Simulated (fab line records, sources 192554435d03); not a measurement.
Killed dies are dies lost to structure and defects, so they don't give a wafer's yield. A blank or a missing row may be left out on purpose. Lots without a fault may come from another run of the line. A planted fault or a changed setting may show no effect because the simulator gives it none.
Chamber matching | flow n5_finfet | N5_BEOL_M7_DESCUM_33 on rie_diel-03: 4 sister chambers
The step chemistry O2, time 7 s. 4 wafers are shown with their chamber, then 10 later ones without.

WAFERS WITH THEIR CHAMBER
wafer  | chamber | drypump_motor_current_A (A)
L085.5 | 0       | 6.7
L087.4 | 1       | 6.1
L089.1 | 3       | 6.0
L089.2 | 2       | 4.9

WAFERS WITHOUT THEIR CHAMBER
wafer  | drypump_motor_current_A (A)
L089.6 | 4.9
L091.3 | 6.1
L091.4 | 6.7
L091.5 | 4.9
L092.1 | 4.9
L092.2 | 6.1
L092.5 | 6.8
L094.1 | 6.1
L094.4 | 6.7
L094.5 | 6.7

WHICH CHAMBER EACH WENT THROUGH
wafer  | from the rows above | in truth
L089.6 | 2                   | 2
L091.3 | 1                   | 1
L091.4 | 0                   | 0
L091.5 | 2                   | 2
L092.1 | 2                   | 2
L092.2 | 1                   | 1
L092.5 | 0                   | 0
L094.1 | 1                   | 1
L094.4 | 0                   | 0
L094.5 | 0                   | 0
Placed correctly: 10 of 10. Can't be placed from these rows: 0. Placed wrongly: 0.
How it was worked out, from the rows above alone: a wafer's distance from a chamber is the root of the sum, over the readings, of the square of ((its reading less the chamber's mean) divided by the reading's scatter). The wafer belongs to the nearest chamber; if the next one is less than 2 further off, it can't be placed. A chamber's mean is the mean of its shown wafers. The scatter: with one shown wafer a chamber, the root of the mean of the squares of how far each hidden wafer lies from its nearest shown one.
